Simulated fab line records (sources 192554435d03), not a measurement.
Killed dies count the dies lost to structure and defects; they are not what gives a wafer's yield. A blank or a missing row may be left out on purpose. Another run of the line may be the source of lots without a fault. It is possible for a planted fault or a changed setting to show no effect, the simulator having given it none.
The tool behind it: which one? ; flow n5_finfet ; 12 lots, 36 wafers sampled, at 5 steps of a route of 1938

## WHAT THE GAUGES READ, wafer by wafer
N5_BEOL_M4_INSPECT_13: inspects for defects (brightfield).
lot;measured;on;raw_defect_count
L075;day 7 17:07;defect_inspect-01;302 287 548
L077;day 7 21:23;defect_inspect-01;604 606 472
L079;day 8 09:26;defect_inspect-01;557 503 455
L081;day 9 07:52;defect_inspect-01;522 421 462
L083;day 9 22:32;defect_inspect-02;391 483 455
L085;day 10 00:39;defect_inspect-01;367 369 384
L088;day 10 12:38;defect_inspect-02;352 387 376
L089;day 11 07:08;defect_inspect-02;513 359 571
L091;day 11 22:22;defect_inspect-01;442 446 258
L093;day 12 09:25;defect_inspect-02;514 385 535
L095;day 12 16:57;defect_inspect-02;440 384 278
L097;day 13 02:37;defect_inspect-02;322 374 522

## TOOL THAT RAN EACH LOT (tool first, then ch and the chambers of the sampled wafers, then the start)
lot;N5_BEOL_M3_SPUTTER_88;N5_BEOL_M3_ANNEAL_89;N5_BEOL_M3_SPUTTER_92;N5_BEOL_M4_PECVD_72
L075;pvd_sputter-03, day 7 12:37;pvd_sputter-03, day 7 12:42;pvd_sputter-03, day 7 13:04;pecvd-02 ch 0,1,2, day 7 14:46
L077;pvd_sputter-03, day 7 17:49;pvd_sputter-03, day 7 17:54;pvd_sputter-03, day 7 18:16;pecvd-02 ch 1,2, day 7 19:55
L079;pvd_sputter-02, day 8 06:40;pvd_sputter-02, day 8 06:44;pvd_sputter-02, day 8 07:06;pecvd-02 ch 0,1, day 8 08:46
L081;pvd_sputter-02, day 9 03:37;pvd_sputter-02, day 9 03:42;pvd_sputter-02, day 9 04:04;pecvd-03 ch 0,1,2, day 9 05:43
L083;pvd_sputter-02, day 9 19:38;pvd_sputter-02, day 9 19:43;pvd_sputter-02, day 9 20:05;pecvd-04 ch 0,1,2, day 9 21:45
L085;pvd_sputter-01, day 9 20:41;pvd_sputter-01, day 9 20:46;pvd_sputter-01, day 9 21:08;pecvd-03 ch 0,1, day 9 23:32
L088;pvd_sputter-01, day 10 08:59;pvd_sputter-01, day 10 09:04;pvd_sputter-01, day 10 09:25;pecvd-04 ch 0,2, day 10 11:07
L089;pvd_sputter-02, day 11 03:27;pvd_sputter-02, day 11 03:32;pvd_sputter-02, day 11 03:53;pecvd-04 ch 0,1, day 11 05:49
L091;pvd_sputter-03, day 11 17:46;pvd_sputter-03, day 11 17:51;pvd_sputter-03, day 11 18:13;pecvd-03 ch 0,2, day 11 19:53
L093;pvd_sputter-02, day 12 05:15;pvd_sputter-02, day 12 05:20;pvd_sputter-02, day 12 05:41;pecvd-02 ch 0,2, day 12 07:34
L095;pvd_sputter-02, day 12 13:41;pvd_sputter-02, day 12 13:46;pvd_sputter-02, day 12 14:08;pecvd-03 ch 0,2, day 12 15:47
L097;pvd_sputter-01, day 12 21:41;pvd_sputter-01, day 12 21:46;pvd_sputter-01, day 12 22:07;pecvd-04 ch 0,1, day 12 23:53
- N5_BEOL_M3_SPUTTER_88: material Cu, target thk 4.5 nm, time 8.29 s.
- N5_BEOL_M3_ANNEAL_89: time 240 s.
- N5_BEOL_M3_SPUTTER_92: material Cu, target thk 4.5 nm, time 8.29 s.
- N5_BEOL_M4_PECVD_72: deposits SiO2 from TEOS/O2, target thk 16 nm, time 18 s.

## THE ANSWER, worked out from the rows above alone
Rule: the usual values come from the lots themselves. The widest of any qualifying gaps counts: lots, ordered by their means at a reading, are off when they make up no more than a third of the lots, leave a main group of 4 or more, and stand apart from it by 3 or more times the standard deviation of that group's means. If all means in a main group match to the digits the tables above print for the reading, that group is not used. A lot without any number at a reading at which 4 lots or more have one is off too. All remaining lots with rows at the step are treated as sound.
No lot is off on any of the readings shown, so nothing can be concluded from this.

## WHAT THE SIMULATOR PUT IN
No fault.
